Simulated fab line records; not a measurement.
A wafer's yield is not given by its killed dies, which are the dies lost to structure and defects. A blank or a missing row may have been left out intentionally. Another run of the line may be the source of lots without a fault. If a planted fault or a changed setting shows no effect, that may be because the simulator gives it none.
Struck lot and sound lot, side by side | flow nand harc | 15 steps out of a route of 1302
Sound: these wafers, L693.3, L693.4, L693.5. Struck: wafer L709.1. (L709.4, L709.5 of the same lot were not struck and are left out.) The cause comes at the end.
At each step with rows: each side's tool, then ch and its chambers, then its first start. Under that, the readings that differ: sound wafers | struck wafers | difference of the means | sigmas: that difference in standard deviations of wafers without a fault.
alike: readings whose means differ by less than 2 such deviations, and words and numbers that are the same on both sides. not compared: withheld readings, readings that some wafer has no value for, bounds like >300 that may hide the same value, and numbers for which the record gives no deviation and whose values overlap.
Wherever a step has rows on one side only, a row that says differs or no value, or a row with sigmas, the two part there. Numbers that have no deviation but don't overlap get no sigmas and don't part them. A reading that every wafer of one side lacks parts them only if that side has two wafers or more.

first, 9 steps without rows for these wafers: NHARC_THIN_TSV_PVD_24 (deposits Al, target thk 800 nm); NHARC_THIN_TSV_DEHYDRATE_25 (time 120 s); NHARC_THIN_TSV_HMDS_26 (time 30 s); NHARC_THIN_TSV_COAT_27; NHARC_THIN_TSV_SOFTBAKE_28 (time 95 s); NHARC_THIN_TSV_EBR_29; NHARC_THIN_TSV_EXPOSE_30 (exposes mask PAD); NHARC_THIN_TSV_PEB_31 (peb time 85 s); NHARC_THIN_TSV_DEVELOP_32 (time 70 s).
NHARC_THIN_TSV_CD_MEAS_33: the cd target is 5000 nm.
  sound on cd sem-03 ch 0, day 25 13:40; struck on cd sem-01 ch 0, day 32 09:02
  alike: cd nm
then, 1 step without rows for these wafers: NHARC_THIN_TSV_HARDBAKE_34 (time 80 s).
NHARC_THIN_TSV_DESCUM_35: chemistry O2, time 3 s.
  sound on rie diel-09 ch 0,1,2, day 25 13:50; struck on rie diel-01 ch 1, day 32 09:12
  alike: drypump motor current A, o2 flow sccm, oes product au, rf vpp V, showerhead plenum p Torr, throttle valve pct
  not compared: rf hours counter h
NHARC_THIN_TSV_ETCH_59: etches the open film in Cl2/BCl3, target depth 880 nm, time 138.1 s.
  sound on rie metal-02 ch 0,1, day 25 14:01; struck on rie metal-02 ch 0, day 32 09:22
  reading                | sound             | struck | difference                   | sigmas
  oes product au (a.u.)  | 0.993 0.995 0.995 | 0.919  | -0.075                       | -5
  rf hours counter h (h) | - - -             | 1.8    | no value on the sound wafers |
  alike: drypump motor current A, mfc cl2 sccm, throttle valve pct
NHARC_THIN_TSV_ETCH_36: etches the open film in Cl2/BCl3, target depth 65 nm, time 18.571 s.
  sound on rie metal-02 ch 0,1, day 25 14:13; struck on rie metal-02 ch 1, day 32 09:35
  reading                | sound | struck | difference                   | sigmas
  rf hours counter h (h) | - - - | 2.0    | no value on the sound wafers |
  alike: drypump motor current A, oes product au
NHARC_END_SORT_01:
  sound on prober-02 ch 0, day 26 00:18; struck on prober-01 ch 0, day 32 18:03
  reading                  | sound          | struck | difference | sigmas
  defect limited yield (%) | 88.9 91.4 88.6 | 0.6    | -89.0      | -36
  killed at other          | 0 1 2          | 627    | +626       | +99 or more
  killed dies              | 75 58 77       | 673    | +603       | +35
  sort_bin_3_pct (%)       | 1.0 0.6 0.3    | 93.4   | +92.8      | +99 or more
  sort n pass              | 602 619 600    | 4      | -603       | -35
  sort rim yield pct (%)   | 87 84 91       | 1      | -86        | -18
  sort yield pct (%)       | 88.9 91.4 88.6 | 0.6    | -89.0      | -36
  alike: killed at array, killed at periphery, killed open, killed short, sort_bin_2_pct, sort_bin_4_pct

== WHERE THEY PART ==
First at NHARC_THIN_TSV_ETCH_59; last, within this record, at NHARC_END_SORT_01.

WHY: what had been put in by the simulator
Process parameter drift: rie metal-02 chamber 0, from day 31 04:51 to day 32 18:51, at NHARC_THIN_TSV_ETCH_59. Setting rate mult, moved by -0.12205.
